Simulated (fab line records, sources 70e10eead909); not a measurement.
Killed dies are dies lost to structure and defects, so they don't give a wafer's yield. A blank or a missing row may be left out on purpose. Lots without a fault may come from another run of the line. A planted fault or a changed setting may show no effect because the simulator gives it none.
A struck lot beside a sound one | flow nand_harc | 28 steps out of a route of 1302
Sound: wafers L640.3, L640.4, L640.5. Struck: wafers L651.1, L651.5. (L651.3 of the same lot was not struck and is left out.) The cause comes at the end.
At each step with rows: each side's tool, then ch and its chambers, then its first start. Under that, the readings that differ: sound wafers | struck wafers | difference of the means | sigmas: that difference in standard deviations of wafers without a fault.
alike: readings whose means differ by less than 2 such deviations, and words and numbers that are the same on both sides. not compared: withheld readings, readings that some wafer has no value for, bounds like >300 that may hide the same value, and numbers for which the record gives no deviation and whose values overlap.
The two part at a step that has a row with sigmas, a row that says differs or no value, or rows on one side only. Numbers that don't overlap but have no deviation are shown without sigmas and don't part them. A reading that every wafer of one side lacks parts them only if that side has two wafers or more.

NHARC_A_CHANNEL_HOLE_D2_INSPECT_12:
  sound on defect_inspect-01, day 14 10:44; struck on defect_inspect-01, day 18 14:34
  reading          | sound | struck | difference | sigmas
  raw_defect_count | 4 5 2 | 58 65  | +58        | +3
then, 1 step without rows for these wafers: NHARC_A_CHANNEL_HOLE_D2_DESCUM_15 (chemistry O2, time 3 s).
NHARC_A_CHANNEL_HOLE_D2_ETCH_38: etches the open film in CF4, target depth 39 nm, time 65 s.
  sound on rie_diel-10 ch 1,2,3, day 14 10:53; struck on rie_diel-06 ch 0,1, day 18 14:43
  alike: drypump_motor_current_A, oes_product_au, rf_vpp_V, showerhead_plenum_p_Torr, throttle_valve_pct
  not compared: rf_hours_counter_h
then, 2 steps without rows for these wafers: NHARC_A_CHANNEL_HOLE_D2_ETCH_39 (etches the open film in N2/H2, target depth 260 nm, time 325 s); NHARC_A_CHANNEL_HOLE_D2_ETCH_34 (etches the open film in CF4/CHF3, target depth 154 nm, time 77 s).
NHARC_A_CHANNEL_HOLE_D2_ETCH_16: etches the open film in O2/COS, target depth 3100 nm, time 806 s.
  sound on rie_diel-10 ch 0,2,3; struck on rie_diel-06 ch 1,3
  reading                | sound                | struck        | difference | sigmas
  throttle_valve_pct (%) | 28.330 28.340 28.323 | 28.350 28.352 | +0.020     | +2
  alike: drypump_motor_current_A, oes_product_au, rf_vpp_V, showerhead_plenum_p_Torr
  not compared: rf_hours_counter_h
NHARC_A_CHANNEL_HOLE_D2_CD_MEAS_18:
  sound on cd_sem-02, day 14 11:54; struck on cd_sem-02, day 18 15:44
  alike: cd_nm
then, 4 steps without rows for these wafers: NHARC_A_CHANNEL_HOLE_D2_ETCH_19 (etches the open film in C4F8/O2/Ar, time 34.5 s); NHARC_A_CHANNEL_HOLE_D2_ETCH_20 (etches the open film in C4F8/O2/Ar, time 361.9 s, target depth 1600 nm); NHARC_A_CHANNEL_HOLE_D2_ETCH_21 (etches the open film in C4F8/O2/Ar, time 514.3 s, target depth 1600 nm); NHARC_A_CHANNEL_HOLE_D2_ETCH_22 (etches the open film in C4F8/O2/Ar, time 666.7 s, target depth 1600 nm).
NHARC_A_CHANNEL_HOLE_D2_ETCH_23: etches the open film in C4F8/O2/Ar, time 819 s, target depth 1600 nm.
  sound on har_etch-01 ch 0,1, day 14 15:53; struck on har_etch-01 ch 0, day 18 17:14
  alike: drypump_motor_current_A, showerhead_plenum_p_Torr, throttle_valve_pct
  not compared: rf_hours_counter_h
NHARC_A_CHANNEL_HOLE_D2_ETCH_24: etches the open film in C4F8/O2/Ar, time 906.2 s, target depth 1500 nm.
  sound on har_etch-01 ch 0,1, day 14 16:36; struck on har_etch-01 ch 0, day 18 17:56
  alike: drypump_motor_current_A, showerhead_plenum_p_Torr, throttle_valve_pct
  not compared: rf_hours_counter_h
then, 1 step without rows for these wafers: NHARC_A_CHANNEL_HOLE_D2_ETCH_25 (etches the open film in C4F8/O2/Ar, time 1040.2 s, target depth 1500 nm).
NHARC_A_CHANNEL_HOLE_D2_ETCH_26: etches the open film in C4F8/O2/Ar, time 224.1 s, target depth 300 nm.
  sound on har_etch-01 ch 0,1, day 14 18:04; struck on har_etch-01 ch 0, day 18 19:34
  alike: drypump_motor_current_A, showerhead_plenum_p_Torr, throttle_valve_pct
  not compared: rf_hours_counter_h
then, 8 steps without rows for these wafers: NHARC_A_CHANNEL_HOLE_D2_ETCH_27 (etches the open film in C4F8/O2/Ar, time 90 s, target depth 400 nm); NHARC_A_CHANNEL_HOLE_D2_STRIP_41 (strips in N2/H2); NHARC_A_CHANNEL_HOLE_D2_STRIP_42 (strips in CF4/CHF3); NHARC_A_CHANNEL_HOLE_D2_STRIP_43 (strips in O2/COS); NHARC_A_CHANNEL_HOLE_D2_ETCH_44 (etches the open film in CF4/O2, target depth 140 nm, overetch 14 nm, time 77 s); NHARC_A_CHANNEL_HOLE_D2_STRIP_28 (strips in O2); NHARC_A_CHANNEL_HOLE_D2_PRECLEAN_29 (cleans in SC1); NHARC_A_CHANNEL_HOLE_D2_SRD_30.
NHARC_A_CHANNEL_HOLE_D2_CD_MEAS_31:
  sound on cd_sem-02, day 14 19:45; struck on cd_sem-01, day 18 21:17
  alike: cd_nm
NHARC_A_CHANNEL_HOLE_D2_XSEM_32:
  sound on xsem-02 ch 0, day 14 19:50; struck on xsem-02 ch 0, day 18 21:23
  alike: bot_cd_nm, bow_nm, tilt_deg
NHARC_A_CHANNEL_HOLE_D2_INSPECT_40:
  sound on defect_inspect-02, day 14 19:56; struck on defect_inspect-02, day 18 21:29
  reading          | sound       | struck    | difference | sigmas
  raw_defect_count | 242 349 205 | 1342 1397 | +1104      | +13
then, 1 step without rows for these wafers: NHARC_A_CHANNEL_FILL_D2_PRECLEAN_00 (cleans in SC1).
-- the record jumps here: 11 days lie between the struck wafers' starts before and after (it left off in module A_CHANNEL_FILL_D2 and takes up again in module END, whose first step shown is number 1302 of the route) --
NHARC_END_SORT_01:
  the record has rows for the struck wafers here (prober-02 ch 0, day 30 06:05) and none for the sound ones

WHERE THEY PART
First at NHARC_A_CHANNEL_HOLE_D2_INSPECT_12; last, within this record, at NHARC_END_SORT_01.

WHY: what the simulator had put in
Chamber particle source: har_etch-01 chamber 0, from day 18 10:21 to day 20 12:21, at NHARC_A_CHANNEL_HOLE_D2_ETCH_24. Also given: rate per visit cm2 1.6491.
